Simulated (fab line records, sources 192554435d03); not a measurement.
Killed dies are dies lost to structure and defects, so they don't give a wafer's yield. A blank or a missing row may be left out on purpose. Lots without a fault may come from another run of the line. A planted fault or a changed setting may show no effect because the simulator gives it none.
Chamber matching | flow n5_finfet | N5_ZERO_LAYER_ETCH_17 on rie_diel-03: 4 sister chambers
The step etches SiO2 in CF4, target depth 12 nm, time 13.3 s. 20 wafers are shown with their chamber, then 10 later ones without.

WAFERS WITH THEIR CHAMBER
wafer  | chamber | drypump_motor_current_A (A) | showerhead_plenum_p_Torr (Torr) | throttle_valve_pct (%)
L074.2 | 1       | 5.9                         | 2.14                            | 15.62
L074.3 | 3       | 6.6                         | 2.09                            | 15.58
L074.6 | 3       | 6.6                         | 2.09                            | 15.56
L081.1 | 3       | 6.6                         | 2.09                            | 15.56
L081.2 | 1       | 5.9                         | 2.14                            | 15.63
L081.3 | 0       | 5.5                         | 2.21                            | 15.57
L081.4 | 2       | 5.2                         | 2.20                            | 15.91
L081.5 | 2       | 5.2                         | 2.20                            | 15.89
L081.6 | 1       | 5.9                         | 2.14                            | 15.63
L084.4 | 3       | 6.6                         | 2.08                            | 15.61
L084.5 | 1       | 5.9                         | 2.14                            | 15.62
L084.6 | 0       | 5.6                         | 2.21                            | 15.58
L085.4 | 3       | 6.6                         | 2.08                            | 15.60
L085.5 | 0       | 5.6                         | 2.21                            | 15.58
L085.6 | 1       | 5.9                         | 2.14                            | 15.65
L087.3 | 1       | 5.9                         | 2.14                            | 15.65
L087.5 | 2       | 5.2                         | 2.19                            | 15.92
L087.6 | 1       | 5.9                         | 2.14                            | 15.66
L088.2 | 2       | 5.2                         | 2.19                            | 15.92
L088.3 | 0       | 5.6                         | 2.21                            | 15.58

SIGNATURES (means of the wafers above)
reading                  | chamber 0 | chamber 1 | chamber 2 | chamber 3 | scatter within a chamber
drypump_motor_current_A  | 5.575     | 5.900     | 5.200     | 6.600     | 0.0217
showerhead_plenum_p_Torr | 2.2100    | 2.1400    | 2.1950    | 2.0860    | 0.00371
throttle_valve_pct       | 15.5775   | 15.6371   | 15.9100   | 15.5820   | 0.0164
Rule: a wafer's distance from a chamber is the root of the sum, over the readings, of the square of ((its reading less the chamber's mean) divided by the reading's scatter). The wafer belongs to the nearest chamber; if the next one is less than 2 further off, it can't be placed. The scatter: the root of (the sum of the squares of (reading less its chamber's mean) over the shown wafers, divided by (wafers less chambers)).

WAFERS WITHOUT THEIR CHAMBER
wafer  | drypump_motor_current_A (A) | showerhead_plenum_p_Torr (Torr) | throttle_valve_pct (%)
L088.6 | 5.9                         | 2.14                            | 15.66
L091.2 | 6.6                         | 2.08                            | 15.62
L091.3 | 5.5                         | 2.21                            | 15.60
L091.6 | 5.6                         | 2.21                            | 15.60
L093.1 | 6.6                         | 2.08                            | 15.63
L093.3 | 5.9                         | 2.13                            | 15.67
L093.5 | 6.6                         | 2.08                            | 15.63
L095.2 | 5.3                         | 2.19                            | 15.45
L095.4 | 5.5                         | 2.20                            | 15.62
L095.6 | 5.5                         | 2.20                            | 15.63

WHICH CHAMBER EACH WENT THROUGH
wafer  | from the rows above | in truth
L088.6 | 1                   | 1
L091.2 | 3                   | 3
L091.3 | 0                   | 0
L091.6 | 0                   | 0
L093.1 | 3                   | 3
L093.3 | 1                   | 1
L093.5 | 3                   | 3
L095.2 | 0                   | 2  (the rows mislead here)
L095.4 | 0                   | 0
L095.6 | 0                   | 0
Placed correctly: 9 of 10. Can't be placed from these rows: 0. Placed wrongly: 1.
